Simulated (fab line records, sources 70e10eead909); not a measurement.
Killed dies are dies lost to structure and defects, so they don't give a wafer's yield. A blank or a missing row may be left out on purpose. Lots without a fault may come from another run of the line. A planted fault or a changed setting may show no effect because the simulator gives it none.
Chamber matching | flow nand_harc | NHARC_P_CONTACT_ETCH_35 on rie_diel-03: 4 sister chambers
The step etches the open film in CF4, target depth 39 nm, time 65 s. 8 wafers are shown with their chamber, then 10 later ones without.

WAFERS WITH THEIR CHAMBER
wafer  | chamber | drypump_motor_current_A (A) | oes_product_au (a.u.)
L077.2 | 2       | 5.3                         | 0.988
L080.5 | 1       | 5.4                         | 1.015
L079.1 | 3       | 5.9                         | 1.001
L082.2 | 1       | 5.4                         | 1.001
L082.4 | 0       | 5.9                         | 1.025
L082.5 | 3       | 5.9                         | 0.999
L088.1 | 2       | 5.3                         | 0.998
L088.3 | 0       | 6.0                         | 1.018

WAFERS WITHOUT THEIR CHAMBER
wafer  | drypump_motor_current_A (A) | oes_product_au (a.u.)
L088.4 | 6.0                         | 1.002
L085.1 | 6.0                         | 1.027
L085.3 | 5.9                         | 0.997
L085.6 | 5.3                         | 1.007
L095.2 | 5.9                         | 0.986
L095.4 | 6.0                         | 1.016
L095.6 | 5.4                         | 1.006
L097.2 | 6.0                         | 1.018
L097.4 | 5.2                         | 1.007
L097.6 | 6.0                         | 1.014

WHICH CHAMBER EACH WENT THROUGH
wafer  | from the rows above     | in truth
L088.4 | can't be placed: 3 or 0 | 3
L085.1 | 0                       | 0
L085.3 | 3                       | 3
L085.6 | can't be placed: 2 or 1 | 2
L095.2 | 3                       | 3
L095.4 | 0                       | 0
L095.6 | 1                       | 1
L097.2 | 0                       | 0
L097.4 | 2                       | 2
L097.6 | can't be placed: 0 or 3 | 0
Placed correctly: 7 of 10. Can't be placed from these rows: 3 (the true chamber is among the candidates in 3). Placed wrongly: 0.
How it was worked out, from the rows above alone: a wafer's distance from a chamber is the root of the sum, over the readings, of the square of ((its reading less the chamber's mean) divided by the reading's scatter). The wafer belongs to the nearest chamber; if the next one is less than 2 further off, it can't be placed. A chamber's mean is the mean of its shown wafers. The scatter: the root of (the sum of the squares of (reading less its chamber's mean) over the shown wafers, divided by (wafers less chambers)).
